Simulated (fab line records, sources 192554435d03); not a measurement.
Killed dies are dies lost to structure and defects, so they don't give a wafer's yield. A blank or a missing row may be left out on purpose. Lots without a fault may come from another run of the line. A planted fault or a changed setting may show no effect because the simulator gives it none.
Chamber matching | flow n5_finfet | N5_DUMMY_GATE_STRIP_48 on rie_diel-03: 4 sister chambers
The step strips in N2/H2, time 20 s. 14 wafers are shown with their chamber, then 7 later ones without.

WAFERS WITH THEIR CHAMBER
wafer  | chamber | drypump_motor_current_A (A) | oes_product_au (a.u.) | throttle_valve_pct (%)
L079.2 | 2       | 6.0                         | 0.76                  | 12.25
L079.3 | 0       | 5.2                         | 0.76                  | 11.94
L079.5 | 2       | 6.0                         | 0.75                  | 12.26
L081.1 | 3       | 5.8                         | 0.96                  | 11.93
L081.3 | 2       | 6.0                         | 0.75                  | 12.26
L081.6 | 0       | 5.3                         | 0.75                  | 11.94
L085.2 | 2       | 6.0                         | 0.75                  | 12.28
L085.3 | 0       | 5.3                         | 0.74                  | 11.97
L085.4 | 1       | 5.9                         | 0.77                  | 12.28
L086.1 | 0       | 5.3                         | 0.75                  | 11.96
L086.3 | 2       | 6.0                         | 0.75                  | 12.28
L086.5 | 3       | 5.8                         | 0.94                  | 11.97
L091.1 | 1       | 5.9                         | 0.76                  | 12.30
L091.2 | 2       | 6.0                         | 0.74                  | 12.28

SIGNATURES (means of the wafers above)
reading                 | chamber 0 | chamber 1 | chamber 2 | chamber 3 | scatter within a chamber
drypump_motor_current_A | 5.275     | 5.900     | 6.000     | 5.800     | 0.0274
oes_product_au          | 0.7500    | 0.7650    | 0.7500    | 0.9500    | 0.00806
throttle_valve_pct      | 11.9525   | 12.2900   | 12.2683   | 11.9500   | 0.016
Rule: a wafer's distance from a chamber is the root of the sum, over the readings, of the square of ((its reading less the chamber's mean) divided by the reading's scatter). The wafer belongs to the nearest chamber; if the next one is less than 2 further off, it can't be placed. The scatter: the root of (the sum of the squares of (reading less its chamber's mean) over the shown wafers, divided by (wafers less chambers)).

WAFERS WITHOUT THEIR CHAMBER
wafer  | drypump_motor_current_A (A) | oes_product_au (a.u.) | throttle_valve_pct (%)
L091.4 | 5.3                         | 0.74                  | 11.99
L096.3 | 5.9                         | 0.75                  | 12.32
L096.4 | 6.0                         | 0.72                  | 12.34
L096.5 | 5.8                         | 0.88                  | 11.99
L097.4 | 6.0                         | 0.72                  | 12.32
L097.5 | 6.0                         | 0.73                  | 12.33
L097.6 | 5.8                         | 0.89                  | 12.02

WHICH CHAMBER EACH WENT THROUGH
wafer  | from the rows above     | in truth
L091.4 | 0                       | 0
L096.3 | 1                       | 1
L096.4 | can't be placed: 2 or 1 | 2
L096.5 | 3                       | 3
L097.4 | 2                       | 2
L097.5 | can't be placed: 2 or 1 | 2
L097.6 | 3                       | 3
Placed correctly: 5 of 7. Can't be placed from these rows: 2 (the true chamber is among the candidates in 2). Placed wrongly: 0.
